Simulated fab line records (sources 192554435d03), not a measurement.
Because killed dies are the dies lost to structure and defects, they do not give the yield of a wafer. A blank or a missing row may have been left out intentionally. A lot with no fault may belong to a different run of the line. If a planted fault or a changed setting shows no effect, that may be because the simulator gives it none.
Matching of chambers ; flow n5 finfet ; N5_BEOL_M4_PRE_CLEAN_60 on cvd co-02 has 3 sister chambers
The step time 15 s. 14 wafers are shown with their chamber, then 7 later ones without.

EACH WAFER AND ITS CHAMBER
wafer;chamber;heater power w (W)
L074.3;1;98
L074.4;2;103
L074.5;0;97
L078.1;2;104
L078.5;0;96
L078.6;2;102
L084.1;0;96
L084.3;2;104
L084.6;2;105
L094.2;2;104
L094.4;2;104
L094.6;0;97
L096.1;2;106
L096.5;0;96

SIGNATURES (averages over the wafers above)
reading;chamber 0;chamber 1;chamber 2;scatter within a chamber
heater power w;96.40;98.00;104.00;1.01
Rule: for each reading, subtract the chamber's mean from the wafer's reading, divide by that reading's scatter and square the result; add these up over the readings and take the root, which gives the wafer's distance from the chamber. The wafer belongs to the nearest chamber; if the next one is less than 2 further off, it can't be placed. The scatter: the root of (the sum of the squares of (reading less its chamber's mean) over the shown wafers, divided by (wafers less chambers)).

WAFERS WITHOUT THEIR CHAMBER
wafer;heater power w (W)
L096.6;103
L097.1;106
L097.2;96
L097.3;95
L097.4;100
L097.5;104
L097.6;99

WHICH CHAMBER EACH ONE RAN IN
wafer;from the rows above;in truth
L096.6;2;2
L097.1;2;2
L097.2;can't be placed: 0 or 1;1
L097.3;can't be placed: 0 or 1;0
L097.4;can't be placed: 1 or 0 or 2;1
L097.5;2;2
L097.6;can't be placed: 1 or 0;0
Placed correctly: 3 of 7. Cannot be placed on the basis of these rows: 4; the candidates contain the true chamber in 4. Number placed wrongly: 0.
